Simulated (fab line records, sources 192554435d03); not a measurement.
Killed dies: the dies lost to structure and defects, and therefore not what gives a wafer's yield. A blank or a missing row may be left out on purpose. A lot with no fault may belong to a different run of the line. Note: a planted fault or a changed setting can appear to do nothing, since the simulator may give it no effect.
fab line records	flow n5Finfet
record lots=6	wafers=18	lastDay=17
route steps=1938 shown SD_ACTIVATION@330 ILD0@335 BEOL_M4@1111 PASSIVATION@1936
lots that met no fault: from a run of the same line without faults
startH: the number of hours between the record's first day and the start of the first shown wafer of the lot	waitH: hours from the lot's prior step to this one	" repeats the value in the row above	L1.1+2: several wafers, shown together as one row	- no value, or no start given	* or withheld: withheld	< > ~ a bound
route shown NAME@n: NAME is a module with steps in the file, n the number in the route of the first one	usual: the fault-free wafers' mean and standard deviation	same: alike in all rows	chamber/n: place in a boat	sites: readings site by site	_std_site: how widely they spread, as a standard deviation	_edge_site: outer sites' mean less inner sites'	radiusMm: for every site, how far away it sits from the centre of the wafer	mask NAME#n: copy n	behind: the tool/chamber that last shaped the wafer	hold: the reason the lot was held/the length of the hold in hours/how it ended	device: the n, p or np transistor that did not switch	end of line: tests of these same wafers at the route's end	where a step has no rows: the recipe by itself	killed: count of dies lost to structure and defects at first sort (not the wafer's yield)	map: shows each die of a wafer: x if killed, . if not, _ if none is there
set.NAME: the run value of the setting; set.NAME@STEP: its run value at that earlier step	model.NAME: the simulator's own value behind a step, which no gauge read
lots at some steps of the route; a table a step, a row a wafer
services: from which hour (startH, from the record's first day; less than 0 if before it) a tool's chamber was out of use, for how many hours, and why
## steps
# step N5_SD_ACTIVATION_RTA_00
# recipe tempC=975	timeS=0	ambient=N2	idleTempC=600	rampUpCPerS=150	rampDownCPerS=60	coolToC=600
# usual lampPowerPct=8.96/0.046	wafer_temp_C_max=975.3/1.8
lot.wafer	tool	chamber	startH	waitH	lampPowerPct	wafer_temp_C_max
L102.1	rtpAnneal-01	0	56.10	0.2	8.92	976.9
L102.3	"	0	"	"	8.92	973.6
L102.5	"	0	"	"	9.01	975.1
L104.1	rtpAnneal-01	0	69.14	0.0	8.92	976.3
L104.2	"	0	"	"	8.91	977.5
L104.6	"	0	"	"	8.87	976.4
L108.1	rtpAnneal-02	0	92.62	0.0	9.03	974.5
L108.3	"	0	"	"	8.98	974.6
L108.6	"	0	"	"	9.00	978.8
L110.1	rtpAnneal-02	0	109.89	0.0	8.93	974.9
L110.2	"	0	"	"	8.91	977.4
L110.4	"	0	"	"	8.93	977.1
L119.1	rtpAnneal-02	0	159.53	0.0	8.94	976.7
L119.2	"	0	"	"	8.95	976.9
L119.5	"	0	"	"	9.02	979.6
L125.1	rtpAnneal-02	0	195.64	0.1	8.91	974.0
L125.3	"	0	"	"	9.00	974.5
L125.4	"	0	"	"	9.00	977.2
# step N5_SD_ACTIVATION_LSA_01
# recipe tempC=1080	timeS=0.0008	ambient=N2
# step N5_SD_ACTIVATION_RS_MEAS_03
# recipe thkMeasGauge=four-point-probe
# usual RS_SD_N=21.90/0.3	RS_SD_P=56.1/0.87
lot.wafer	tool	chamber	startH	waitH	RS_SD_N[ohm/sq]	RS_SD_P[ohm/sq]
L102.1	filmMetro-01	-	56.50	0.2	21.86	57.2
L102.3	"	-	"	"	21.83	55.7
L102.5	"	-	"	"	21.78	57.1
L104.1	filmMetro-01	-	69.56	0.2	22.18	55.1
L104.2	"	-	"	"	22.31	55.9
L104.6	"	-	"	"	22.11	55.7
L108.1	filmMetro-02	-	93.02	0.2	21.65	55.3
L108.3	"	-	"	"	21.57	56.3
L108.6	"	-	"	"	21.55	55.7
L110.1	filmMetro-02	-	110.30	0.2	21.76	55.2
L110.2	"	-	"	"	21.62	56.2
L110.4	"	-	"	"	21.54	54.9
L119.1	filmMetro-02	-	159.93	0.2	21.97	56.3
L119.2	"	-	"	"	21.81	56.6
L119.5	"	-	"	"	22.26	56.1
L125.1	filmMetro-01	-	196.06	0.2	22.28	55.5
L125.3	"	-	"	"	21.53	55.0
L125.4	"	-	"	"	22.02	55.8
# step N5_SD_ACTIVATION_INSPECT_02
# recipe inspectInstrument=darkfield	mode=postAnneal
# usual rawDefectCount=169/35
lot.wafer	tool	chamber	startH	waitH	rawDefectCount
L102.1	defectInspect-01	-	56.83	0.2	128
L102.3	"	-	"	"	97
L102.5	"	-	"	"	135
L104.1	defectInspect-01	-	69.88	0.2	179
L104.2	"	-	"	"	167
L104.6	"	-	"	"	163
L108.1	defectInspect-02	-	93.34	0.2	202
L108.3	"	-	"	"	218
L108.6	"	-	"	"	170
L110.1	defectInspect-02	-	110.62	0.2	266
L110.2	"	-	"	"	153
L110.4	"	-	"	"	188
L119.1	defectInspect-01	-	160.25	0.2	138
L119.2	"	-	"	"	127
L119.5	"	-	"	"	124
L125.1	defectInspect-01	-	196.38	0.2	145
L125.3	"	-	"	"	159
L125.4	"	-	"	"	143
# step N5_ILD0_LINER_00
# recipe material=SiNx	targetThkA=40	tempC=400	aldPrecursorFamily=SiH2I2	aldCoReactant=N2/H2-plasma	pulseTimeS=1	purgeTimeS=2	coReactantPurgeTimeS=2	aldCycles=80	pressureTorr=2
# usual chamberPressureTorr=2.000/0.0042	heaterPowerW=851/110	precursorPulseHeightRel=1.001/0.022
lot.wafer	tool	chamber	startH	waitH	chamberPressureTorr	heaterPowerW	precursorPulseHeightRel
L102.1	aldSin-03	2	56.86	0.0	1.990	749	1.000
L102.3	"	0	"	"	2.000	681	1.005
L102.5	"	3	"	"	1.998	875	0.948
L104.1	aldSin-01	0	70.05	0.2	1.999	902	0.985
L104.2	"	1	"	"	1.997	907	1.020
L104.6	"	0	"	"	1.998	914	1.017
L108.1	aldSin-01	0	93.40	0.1	1.994	912	0.997
L108.3	"	1	"	"	2.001	962	1.054
L108.6	"	2	"	"	2.005	636	0.975
L110.1	aldSin-01	0	110.66	0.0	1.999	904	1.005
L110.2	"	3	"	"	2.006	949	0.995
L110.4	"	1	"	"	2.003	934	1.001
L119.1	aldSin-02	0	161.02	0.8	2.010	871	0.986
L119.2	"	2	"	"	2.007	825	1.011
L119.5	"	0	"	"	2.001	834	1.025
L125.1	aldSin-02	0	196.54	0.2	1.997	844	0.990
L125.3	"	3	"	"	1.999	793	0.999
L125.4	"	2	"	"	2.003	808	0.982
# step N5_ILD0_FCVD_FILL_01
# recipe material=SiO2_flowable	targetThkA=2000	tempC=100	pressureTorr=0.8	rfW=2000	timeS=328.3
# step N5_ILD0_CURE_02
# recipe tempC=450	timeS=1800	ambient=steam	idleTempC=400	rampUpCPerMin=5	rampDownCPerMin=3	densificationPH2oTorr=640
# step N5_ILD0_CMP_03
# recipe stopOn=SiNx	tOverpolishS=1.9	postCmpClean=alkalineBrush	downForcePsi=4.1491	platenRpm=51.796	padVelocityMS=1.0306	targetThkNm=197.38
# usual edgeZonePressureFrac=1.001/0.0053	motorCurrentA=12.2/0.76	overpolishRunS=1.900/0.0093	slurryFilterDpKPa=13.49/0.14	timeToEndpointS=69/5
lot.wafer	tool	chamber	startH	waitH	edgeZonePressureFrac	motorCurrentA	overpolishRunS	slurryFilterDpKPa	timeToEndpointS
L102.3	cmp-04	0	59.36	0.2	1.002	12.9	1.888	13.52	66
L102.1	"	1	"	"	0.997	12.8	1.905	13.56	63
L102.5	"	3	"	"	1.003	12.7	1.895	13.23	74
L104.2	cmp-01	1	72.41	0.0	1.007	12.8	1.897	13.55	67
L104.1	"	2	"	"	1.009	12.2	1.908	13.21	76
L104.6	"	2	"	"	1.010	13.0	1.894	13.28	75
L108.1	cmp-01	1	95.80	0.1	0.994	12.6	1.907	13.61	69
L108.3	"	3	"	"	1.000	11.0	1.891	13.44	66
L108.6	"	0	"	"	1.006	12.4	1.895	13.55	72
L110.1	cmp-02	0	113.03	0.0	0.994	10.5	1.913	13.51	61
L110.2	"	1	"	"	0.995	11.7	1.870	13.49	61
L110.4	"	3	"	"	0.997	11.8	1.893	13.54	67
L119.2	cmp-01	3	163.46	0.1	1.010	11.4	1.904	13.66	64
L119.1	"	0	"	"	1.003	11.7	1.888	13.41	65
L119.5	"	2	"	"	0.991	12.0	1.908	13.66	69
L125.1	cmp-04	0	199.27	0.0	1.005	13.0	1.897	13.77	74
L125.3	"	2	"	"	0.990	12.6	1.898	13.38	67
L125.4	"	3	"	"	1.002	12.6	1.909	13.74	75
# step N5_ILD0_THK_MEAS_04
# usual thkNm=196.8/1.4
lot.wafer	tool	chamber	startH	waitH	thkNm
L102.1	filmMetro-01	-	59.58	-	194.9
L102.3	"	-	"	"	197.4
L102.5	"	-	"	"	198.1
L104.1	filmMetro-02	-	72.71	-	198.0
L104.2	"	-	"	"	197.5
L104.6	"	-	"	"	198.9
L108.1	filmMetro-02	-	96.06	-	196.4
L108.3	"	-	"	"	195.8
L108.6	"	-	"	"	197.6
L110.1	filmMetro-02	-	113.32	-	195.3
L110.2	"	-	"	"	195.2
L110.4	"	-	"	"	195.3
L119.1	filmMetro-02	-	163.68	-	198.2
L119.2	"	-	"	"	196.0
L119.5	"	-	"	"	198.1
L125.1	filmMetro-02	-	199.56	-	196.0
L125.3	"	-	"	"	194.9
L125.4	"	-	"	"	197.1
# step N5_ILD0_CMP_07
# recipe stopOn=poly-Si	material=SiO2_flowable	tOverpolishS=1.18	postCmpClean=alkalineBrush	downForcePsi=4.1491	platenRpm=51.796	padVelocityMS=1.0306	targetThkNm=138.88
# usual edgeZonePressureFrac=1.000/0.005	motorCurrentA=12.2/0.82	slurryFilterDpKPa=13.50/0.14
lot.wafer	tool	chamber	startH	waitH	edgeZonePressureFrac	motorCurrentA	slurryFilterDpKPa
L102.1	cmp-01	3	59.68	0.1	0.999	11.0	13.42
L102.3	"	0	"	"	1.009	12.0	13.37
L102.5	"	1	"	"	1.000	12.8	13.48
L104.1	cmp-04	2	72.74	0.0	0.996	13.1	13.29
L104.2	"	3	"	"	1.002	13.0	13.41
L104.6	"	3	"	"	0.992	12.5	13.55
L108.3	cmp-01	0	96.17	0.1	0.998	12.0	13.23
L108.1	"	1	"	"	1.006	12.8	13.60
L108.6	"	2	"	"	1.003	12.1	13.76
L110.2	cmp-01	2	113.39	0.1	0.999	13.0	13.60
L110.4	"	3	"	"	1.001	11.0	13.39
L110.1	"	0	"	"	1.003	12.1	13.55
L119.2	cmp-01	3	163.78	0.1	1.009	11.2	13.56
L119.1	"	0	"	"	0.998	12.7	13.53
L119.5	"	2	"	"	0.997	12.6	13.58
L125.4	cmp-01	2	199.63	0.1	1.003	12.5	13.22
L125.3	"	3	"	"	1.000	10.9	13.54
L125.1	"	0	"	"	1.000	12.2	13.77
# step N5_ILD0_THK_MEAS_08
# usual thkNm=138.5/1.4
lot.wafer	tool	chamber	startH	waitH	thkNm
L102.1	filmMetro-01	-	59.90	-	139.4
L102.3	"	-	"	"	141.0
L102.5	"	-	"	"	139.5
L104.1	filmMetro-01	-	73.03	-	136.4
L104.2	"	-	"	"	140.8
L104.6	"	-	"	"	139.9
L108.1	filmMetro-02	-	96.38	-	138.5
L108.3	"	-	"	"	139.5
L108.6	"	-	"	"	140.1
L110.1	filmMetro-02	-	113.65	-	140.2
L110.2	"	-	"	"	140.4
L110.4	"	-	"	"	138.6
L119.1	filmMetro-02	-	164.00	-	138.2
L119.2	"	-	"	"	137.7
L119.5	"	-	"	"	139.1
L125.1	filmMetro-02	-	199.88	-	139.0
L125.3	"	-	"	"	137.6
L125.4	"	-	"	"	141.0
# step N5_ILD0_PRECLEAN_10
# recipe chemistry=NF3:NH3	afsCycles=5	timeS=20	tempC=30	sublimationTempC=180	sublimationTimeS=60	pressureTorr=3	rfPowerW=30
# usual timeS=20/0
# same afsCycles=5
lot.wafer	tool	chamber	startH	waitH	timeS
L102.1	remotePlasma-02	0	59.94	0.0	20
L102.3	"	0	"	"	20
L102.5	"	0	"	"	20
L104.1	remotePlasma-01	1	73.07	0.0	20
L104.2	"	1	"	"	20
L104.6	"	1	"	"	20
L108.1	remotePlasma-01	0	96.42	0.0	20
L108.3	"	0	"	"	20
L108.6	"	0	"	"	18.063
L110.1	remotePlasma-01	1	113.68	0.0	20
L110.2	"	1	"	"	20
L110.4	"	1	"	"	18.063
L119.1	remotePlasma-02	0	164.04	0.0	20
L119.2	"	0	"	"	20
L119.5	"	0	"	"	20
L125.1	remotePlasma-02	1	199.92	0.0	20
L125.3	"	1	"	"	20
L125.4	"	1	"	"	20
# step N5_ILD0_ALD_15
# recipe material=SiNx	targetThkA=240	tempC=400	aldPrecursorFamily=SiH2I2	aldCoReactant=N2/H2-plasma	pulseTimeS=1	aldCycles=480	purgeTimeS=2	coReactantPurgeTimeS=2	pressureTorr=2
# usual chamberPressureTorr=2.000/0.004	heaterPowerW=846/96	precursorPulseHeightRel=0.998/0.02
lot.wafer	tool	chamber	startH	waitH	chamberPressureTorr	heaterPowerW	precursorPulseHeightRel
L102.1	aldSin-02	1	60.62	0.6	2.005	1014	0.996
L102.3	"	2	"	"	1.995	805	1.000
L102.5	"	0	61.71	1.2	2.001	847	1.006
L104.1	aldSin-01	1	73.75	0.6	1.994	958	0.981
L104.2	"	2	"	"	2.000	652	0.986
L104.6	"	2	74.84	1.1	2.002	644	0.989
L108.1	aldSin-02	3	97.12	0.6	1.996	787	0.965
L108.3	"	1	"	"	1.997	1025	0.986
L108.6	"	0	98.20	1.1	2.003	822	1.017
L110.1	aldSin-03	0	114.37	0.6	2.005	685	1.032
L110.2	"	3	"	"	2.005	890	1.015
L110.4	"	1	"	"	1.996	903	1.013
L119.1	aldSin-03	3	164.72	0.6	1.993	892	0.966
L119.2	"	1	"	"	2.003	904	0.998
L119.5	"	3	165.80	1.2	1.988	874	1.024
L125.1	aldSin-01	1	200.65	0.6	2.004	887	0.997
L125.3	"	0	"	"	2.010	871	1.008
L125.4	"	1	201.73	1.4	2.003	927	1.008
# step N5_BEOL_M4_RC_MEAS_101
# usual DIBL_N=37.5/1.9	DIBL_P=37.3/2.4	IOFF_N=0.18/0.038	IOFF_P=0.23/0.045	ION_N=677/11	ION_P=464/8.1	SS_N=72.0/0.68	SS_P=73.5/0.77	VT_N=249/3.3	VT_P=-249/3.6
lot.wafer	tool	chamber	startH	waitH	DIBL_N[mV/V]	DIBL_P[mV/V]	IOFF_N[nA/um]	IOFF_P[nA/um]	ION_N[uA/um]	ION_P[uA/um]	SS_N[mV/dec]	SS_P[mV/dec]	VT_N[mV]	VT_P[mV]
L102.1	prober-02	0	168.23	0.0	37.8	39.2	0.17	0.22	662	450	71.7	74.0	249	-254
L102.3	"	0	"	"	38.6	37.7	0.20	0.20	686	454	72.3	73.8	249	-255
L102.5	"	0	"	"	37.9	38.0	0.16	0.20	661	450	71.8	74.4	251	-253
L104.1	prober-01	0	183.03	0.0	35.5	39.6	0.18	0.24	691	471	72.2	74.1	250	-250
L104.2	"	0	"	"	38.2	41.0	0.24	0.26	677	463	73.3	74.4	247	-249
L104.6	"	0	"	"	34.7	37.8	0.16	0.22	670	466	72.7	72.8	249	-250
L108.1	prober-01	0	192.86	0.0	32.4	31.8	0.09	0.13	658	455	70.8	72.0	258	-256
L108.3	"	0	"	"	35.6	36.2	0.14	0.17	677	449	71.6	73.2	253	-258
L108.6	"	0	"	"	39.0	38.2	0.21	0.18	686	452	72.7	74.0	249	-257
L110.1	prober-01	0	219.59	0.0	39.8	38.5	0.21	0.24	670	458	73.2	73.4	252	-247
L110.2	"	0	"	"	39.4	40.1	0.21	0.28	701	480	72.3	74.0	248	-245
L110.4	"	0	"	"	36.1	35.9	0.14	0.21	672	466	71.2	73.7	253	-249
L119.1	prober-01	0	275.56	0.4	36.6	37.6	0.16	0.26	682	480	71.2	73.3	249	-245
L119.2	"	0	"	"	38.6	41.6	0.22	0.37	686	477	72.2	74.4	244	-239
L119.5	"	0	"	"	38.0	40.6	0.19	0.32	690	485	72.6	74.1	247	-242
L125.1	prober-02	0	307.83	0.0	38.2	37.7	0.18	0.24	672	461	71.5	73.0	250	-248
L125.3	"	0	"	"	39.7	39.7	0.22	0.29	684	474	72.2	74.1	246	-245
L125.4	"	0	"	"	36.5	34.3	0.14	0.19	650	451	71.6	72.7	254	-252
# step N5_PASSIVATION_PROBE_49
# usual defectLimitedYield=91.2/1.5	killed_at_M0_to_M3=31/10	killed_at_M4_up=15/5.9	killedAtContacts=13/6	killedAtFrontEnd=41/11	killedAtOther=4/3.1	killedDies=104/18	killedOnRim=14/4.1	killedOpen=68/13	killedShort=33/8.1	sort_bin_5_function=5.1/1.1	sort_bin_6_memory=3.2/0.69	sort_bin_8_speed=0.01/0.045	sortNPass=1076/18	sortYieldPct=91.2/1.5
# same grossDies=1180	killedAtBackSide=0	sort_bin_4_leakage[%]=0
lot.wafer	tool	chamber	startH	waitH	defectLimitedYield[%]	killed_at_M0_to_M3	killed_at_M4_up	killedAtContacts	killedAtFrontEnd	killedAtOther	killedDies	killedOnRim	killedOpen	killedShort	sort_bin_5_function[%]	sort_bin_6_memory[%]	sort_bin_8_speed[%]	sortNPass	sortYieldPct[%]
L102.1	prober-01	-	279.49	0.0	92.5	39	14	12	22	2	89	11	61	25	5.1	2.3	0	1091	92.5
L102.3	prober-01	-	279.59	0.1	90.9	26	18	10	50	3	107	14	66	37	5.8	3.1	0	1073	90.9
L102.5	prober-01	-	279.69	0.2	88.9	36	22	18	53	2	131	16	95	33	6.9	4.1	0	1049	88.9
L104.1	prober-02	-	279.65	0.0	92.5	28	8	12	33	8	89	11	65	24	5.2	2.2	0	1091	92.5
L104.2	prober-02	-	279.70	0.1	91.4	43	5	16	37	1	102	16	77	25	5.2	3.1	0	1078	91.4
L104.6	prober-02	-	279.90	0.3	90.0	41	13	34	29	1	118	8	81	37	6.6	3.1	0	1062	90.0
L108.1	prober-01	-	291.07	0.0	89.4	58	11	12	38	6	125	16	71	39	5.5	3.5	0	1055	89.4
L108.3	prober-01	-	291.17	0.1	90.2	49	15	12	30	10	116	21	69	45	5.7	3.6	0	1064	90.2
L108.6	prober-01	-	291.32	0.3	91.6	41	13	10	32	3	99	16	60	37	4.7	3.1	0	1081	91.6
L110.1	prober-02	-	324.38	0.0	92.4	32	10	15	28	5	90	8	59	29	4.8	2.4	0	1090	92.4
L110.2	prober-02	-	324.43	0.1	93.8	25	11	7	25	5	73	8	40	22	3.4	2.0	0	1107	93.8
L110.4	prober-02	-	324.53	0.2	89.7	42	13	19	44	4	122	16	76	34	6.4	3.1	0	1058	89.7
L119.1	prober-01	-	379.06	0.0	94.2	20	11	14	21	2	68	12	46	22	3.7	1.9	0	1112	94.2
L119.2	prober-01	-	379.11	0.1	91.5	37	11	16	35	1	100	13	72	25	4.1	3.9	0	1080	91.5
L119.5	prober-01	-	379.26	0.2	93.5	26	9	14	28	0	77	8	56	20	3.7	2.5	0.08	1103	93.5
L125.1	prober-01	-	406.55	0.0	89.0	44	16	6	61	3	130	16	83	45	6.4	4.3	0	1050	89.0
L125.3	prober-01	-	406.65	0.1	89.7	30	17	19	46	9	121	12	81	38	6.2	3.6	0	1059	89.7
L125.4	prober-01	-	406.70	0.2	89.8	23	21	17	55	4	120	20	73	44	5.6	4.1	0	1060	89.8
# killed by level:class
L102.1 BEOL_M2:geometricParticle:open=15 MOL_CONTACT_COAG:geometricParticle:open=11 BEOL_M0_SAQP:geometricParticle:short=8 BEOL_M4:geometricParticle:open=7 BEOL_M0_SAQP:geometricParticle:open=5 STARTING-WAFER:geometricParticle:open=5 FIN_SAQP:geometricParticle:short=3 STI_FIN_REVEAL:geometricParticle:open=3
L102.3 STI_FIN_REVEAL:geometricParticle:open=18 BEOL_M4:geometricParticle:open=10 MOL_CONTACT_COAG:geometricParticle:open=9 FIN_SAQP:geometricParticle:short=8 BEOL_M0_SAQP:geometricParticle:short=6 GATE_CUT:geometricParticle:short=5 DUMMY_GATE:geometricParticle:open=5 BEOL_M3:geometricParticle:short=4
L104.1 STI_FIN_REVEAL:geometricParticle:open=12 MOL_CONTACT_COAG:geometricParticle:open=10 BEOL_M2:geometricParticle:open=8 BEOL_M0_SAQP:geometricParticle:open=6 DUMMY_GATE:geometricParticle:open=4 GATE_CUT:geometricParticle:short=4 BEOL_M4:geometricParticle:open=4 MIM_TOP:geometricParticle:open=4
L102.5 STI_FIN_REVEAL:geometricParticle:open=19 MOL_CONTACT_COAG:geometricParticle:open=17 BEOL_M4:geometricParticle:open=14 FIN_SAQP:geometricParticle:open=10 BEOL_M0_SAQP:geometricParticle:open=9 BEOL_M0_SAQP:geometricParticle:short=6 BEOL_M2:geometricParticle:open=6 BEOL_M3:geometricParticle:open=6
L104.2 STI_FIN_REVEAL:geometricParticle:open=15 BEOL_M2:geometricParticle:open=13 DUMMY_GATE:geometricParticle:open=9 BEOL_M0_SAQP:geometricParticle:open=9 MOL_CONTACT_COAG:geometricParticle:open=8 MOL_CONTACT_COAG:geometricParticle:short=8 BEOL_M3:geometricParticle:open=6 BEOL_M1:geometricParticle:open=4
L104.6 MOL_CONTACT_COAG:geometricParticle:open=30 BEOL_M0_SAQP:geometricParticle:short=11 BEOL_M0_SAQP:geometricParticle:open=9 STI_FIN_REVEAL:geometricParticle:open=8 DUMMY_GATE:geometricParticle:open=6 BEOL_M2:geometricParticle:open=6 GATE_CUT:geometricParticle:short=4 MOL_CONTACT_COAG:geometricParticle:short=4
L108.1 BEOL_M0_SAQP:geometricParticle:short=14 HKMG_FIN:areaEtch=14 BEOL_M3:geometricParticle:open=10 BEOL_M0:geometricParticle:open=9 MOL_CONTACT_COAG:geometricParticle:open=8 STI_FIN_REVEAL:geometricParticle:open=7 BEOL_M0_SAQP:geometricParticle:open=7 BEOL_M2:geometricParticle:open=5
L108.3 BEOL_M0_SAQP:geometricParticle:open=12 BEOL_M0_SAQP:geometricParticle:short=12 MOL_CONTACT_COAG:geometricParticle:open=8 BEOL_M3:geometricParticle:open=8 BEOL_M4:geometricParticle:open=7 BEOL_M1:geometricParticle:open=6 BEOL_M3:geometricParticle:short=6 FIN_SAQP:geometricParticle:open=5
L108.6 BEOL_M0_SAQP:geometricParticle:short=10 BEOL_M0_SAQP:geometricParticle:open=8 STI_FIN_REVEAL:geometricParticle:open=7 MOL_CONTACT_COAG:geometricParticle:open=7 BEOL_M3:geometricParticle:open=7 BEOL_M2:geometricParticle:open=6 FIN_SAQP:geometricParticle:short=4 GATE_CUT:geometricParticle:short=4
L110.1 MOL_CONTACT_COAG:geometricParticle:open=9 BEOL_M2:geometricParticle:open=9 FIN_SAQP:geometricParticle:open=7 MOL_CONTACT_COAG:geometricParticle:short=6 BEOL_M3:geometricParticle:open=6 BEOL_M0_SAQP:geometricParticle:open=5 BEOL_M0_SAQP:geometricParticle:short=4 BEOL_M2:geometricParticle:short=4
L110.2 HKMG_FIN:areaEtch=8 MOL_CONTACT_COAG:geometricParticle:open=7 BEOL_M2:geometricParticle:open=6 BEOL_M3:geometricParticle:open=6 FIN_SAQP:geometricParticle:open=4 FIN_SAQP:geometricParticle:short=4 BEOL_M4:geometricParticle:open=4 BEOL_M0_SAQP:geometricParticle:open=3
L110.4 BEOL_M2:geometricParticle:open=14 MOL_CONTACT_COAG:geometricParticle:open=13 FIN_SAQP:geometricParticle:open=11 BEOL_M0_SAQP:geometricParticle:open=10 HKMG_FIN:areaEtch=9 BEOL_M3:geometricParticle:open=7 MOL_CONTACT_COAG:geometricParticle:short=6 STARTING-WAFER:geometricParticle:short=6
L119.1 MOL_CONTACT_COAG:geometricParticle:open=11 FIN_SAQP:geometricParticle:open=5 BEOL_M2:geometricParticle:open=5 BEOL_M0_SAQP:geometricParticle:short=4 BEOL_M3:geometricParticle:open=4 STARTING-WAFER:geometricParticle:short=4 MOL_CONTACT_COAG:geometricParticle:short=3 BEOL_M4:geometricParticle:open=3
L119.2 MOL_CONTACT_COAG:geometricParticle:open=14 FIN_SAQP:geometricParticle:open=12 BEOL_M3:geometricParticle:open=11 BEOL_M2:geometricParticle:open=10 BEOL_M5:geometricParticle:open=6 FIN_SAQP:geometricParticle:short=5 GATE_CUT:geometricParticle:open=4 BEOL_M1:geometricParticle:short=4
L119.5 MOL_CONTACT_COAG:geometricParticle:open=11 BEOL_M3:geometricParticle:open=9 FIN_SAQP:geometricParticle:short=7 BEOL_M2:geometricParticle:open=5 FIN_SAQP:geometricParticle:open=4 DUMMY_GATE:geometricParticle:open=4 BEOL_M0_SAQP:geometricParticle:open=4 BEOL_M1:geometricParticle:open=4
L125.1 STI_FIN_REVEAL:geometricParticle:open=15 BEOL_M0_SAQP:geometricParticle:short=11 BEOL_M3:geometricParticle:open=11 GATE_CUT:geometricParticle:open=9 BEOL_M0_SAQP:geometricParticle:open=8 FIN_SAQP:geometricParticle:short=7 BEOL_M4:geometricParticle:open=7 DUMMY_GATE:geometricParticle:open=6
L125.3 MOL_CONTACT_COAG:geometricParticle:open=15 BEOL_M1:geometricParticle:open=7 GATE_CUT:geometricParticle:open=7 DUMMY_GATE:geometricParticle:open=6 GATE_CUT:geometricParticle:short=6 BEOL_M3:geometricParticle:open=6 STARTING-WAFER:geometricParticle:short=6 FIN_SAQP:geometricParticle:open=5
L125.4 FIN_SAQP:geometricParticle:open=12 BEOL_M4:geometricParticle:open=11 FIN_SAQP:geometricParticle:short=9 MOL_CONTACT_COAG:geometricParticle:open=9 GATE_CUT:geometricParticle:open=8 GATE_CUT:geometricParticle:short=8 STI_FIN_REVEAL:geometricParticle:open=6 MOL_CONTACT_COAG:geometricParticle:short=6
## services
tool	chamber	startH	hours	kind
aldSin-03	0	38.40	13.5	repair
cmp-02	-	43.26	4.0	pm
cmp-01	-	57.89	1.5	repair
cmp-04	-	81.89	0.6	repair
aldSin-03	3	83.03	11.2	repair
rtpAnneal-02	-	96.37	2.6	repair
cmp-01	-	98.54	0.8	repair
rtpAnneal-02	-	115.09	6.7	pm
cmp-01	-	121.20	4.0	pm
cmp-04	-	123.04	2.1	repair
cmp-01	-	125.20	-	consumableReplace:conditioner
cmp-01	-	125.20	-	consumableReplace:pad
aldSin-02	-	127.09	6.1	pm
cmp-02	-	130.62	2.9	repair
cmp-01	-	133.53	1.5	repair
cmp-02	-	153.46	31.7	pm
aldSin-03	1	175.80	1.8	repair
aldSin-01	-	178.85	14.0	pm
aldSin-01	0	178.85	14.0	ventCycle
aldSin-01	1	178.85	14.0	ventCycle
aldSin-01	2	178.85	14.0	ventCycle
aldSin-01	3	178.85	14.0	ventCycle
aldSin-01	0	192.85	-	clean
aldSin-01	2	199.28	16.2	repair
## key
firstSign step=N5_ILD0_PRECLEAN_10	reading=timeS	direction=down	sigmas=99+	usual=*	struck=*
effect none on later readings
metAt N5_ILD0_PRECLEAN_10
struckWafers L108.6,L110.4
baselineLoss step=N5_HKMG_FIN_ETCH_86	wafers=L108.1
onsetBetween 73.07 96.42
fault kind=processParameterDrift	tool=remotePlasma-01	chamber=-	onsetH=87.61	steps=N5_ILD0_PRECLEAN_10	channel=timeS	offset=*	shape=step	endH=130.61	scope=struckWafersOnly	actsIn=*	stated=*
# baselineLoss: these wafers lose ten dies or more at that step, a loss of the line's own and not of a fault; the sort's usual values leave them out
